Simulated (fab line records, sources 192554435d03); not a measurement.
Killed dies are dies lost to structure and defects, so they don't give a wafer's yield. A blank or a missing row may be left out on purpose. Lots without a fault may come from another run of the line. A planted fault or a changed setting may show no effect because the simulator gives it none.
Chamber matching | flow n5_finfet | N5_BEOL_M8_STRIP_19 on rie_diel-02: 4 sister chambers
The step strips in O2. 16 wafers are shown with their chamber, then 8 later ones without.

WAFERS WITH THEIR CHAMBER
wafer  | chamber | showerhead_plenum_p_Torr (Torr) | drypump_motor_current_A (A) | oes_product_au (a.u.)
L074.2 | 2       | 2.18                            | 5.9                         | 0.74
L074.3 | 3       | 2.13                            | 5.5                         | 0.90
L074.6 | 2       | 2.18                            | 5.9                         | 0.74
L076.1 | 3       | 2.12                            | 5.5                         | 0.90
L076.3 | 1       | 2.06                            | 6.1                         | 0.67
L076.5 | 3       | 2.12                            | 5.5                         | 0.89
L077.2 | 3       | 2.12                            | 5.5                         | 0.89
L077.3 | 1       | 2.06                            | 6.1                         | 0.68
L077.4 | 3       | 2.12                            | 5.5                         | 0.89
L081.1 | 0       | 2.01                            | 6.3                         | 0.82
L081.4 | 2       | 2.18                            | 5.9                         | 0.72
L081.5 | 3       | 2.12                            | 5.5                         | 0.86
L084.2 | 0       | 2.01                            | 6.3                         | 0.81
L084.3 | 1       | 2.05                            | 6.0                         | 0.66
L084.5 | 1       | 2.05                            | 6.0                         | 0.66
L086.3 | 3       | 2.12                            | 5.5                         | 0.85

SIGNATURES (means of the wafers above)
reading                  | chamber 0 | chamber 1 | chamber 2 | chamber 3 | scatter within a chamber
showerhead_plenum_p_Torr | 2.0100    | 2.0550    | 2.1800    | 2.1214    | 0.00393
drypump_motor_current_A  | 6.300     | 6.050     | 5.900     | 5.500     | 0.0289
oes_product_au           | 0.8150    | 0.6675    | 0.7333    | 0.8829    | 0.0156
Rule: a wafer's distance from a chamber is the root of the sum, over the readings, of the square of ((its reading less the chamber's mean) divided by the reading's scatter). The wafer belongs to the nearest chamber; if the next one is less than 2 further off, it can't be placed. The scatter: the root of (the sum of the squares of (reading less its chamber's mean) over the shown wafers, divided by (wafers less chambers)).

WAFERS WITHOUT THEIR CHAMBER
wafer  | showerhead_plenum_p_Torr (Torr) | drypump_motor_current_A (A) | oes_product_au (a.u.)
L086.5 | 2.12                            | 5.5                         | 0.84
L086.6 | 2.01                            | 6.3                         | 0.81
L093.1 | 2.11                            | 5.5                         | 0.83
L093.3 | 2.04                            | 6.0                         | 0.91
L093.5 | 2.11                            | 5.5                         | 0.83
L095.3 | 2.11                            | 5.5                         | 0.83
L095.4 | 2.04                            | 6.0                         | 0.91
L095.6 | 2.00                            | 6.4                         | 0.79

WHICH CHAMBER EACH WENT THROUGH
wafer  | from the rows above     | in truth
L086.5 | 3                       | 3
L086.6 | 0                       | 0
L093.1 | 3                       | 3
L093.3 | can't be placed: 0 or 1 | 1
L093.5 | 3                       | 3
L095.3 | 3                       | 3
L095.4 | can't be placed: 0 or 1 | 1
L095.6 | 0                       | 0
Placed correctly: 6 of 8. Can't be placed from these rows: 2 (the true chamber is among the candidates in 2). Placed wrongly: 0.
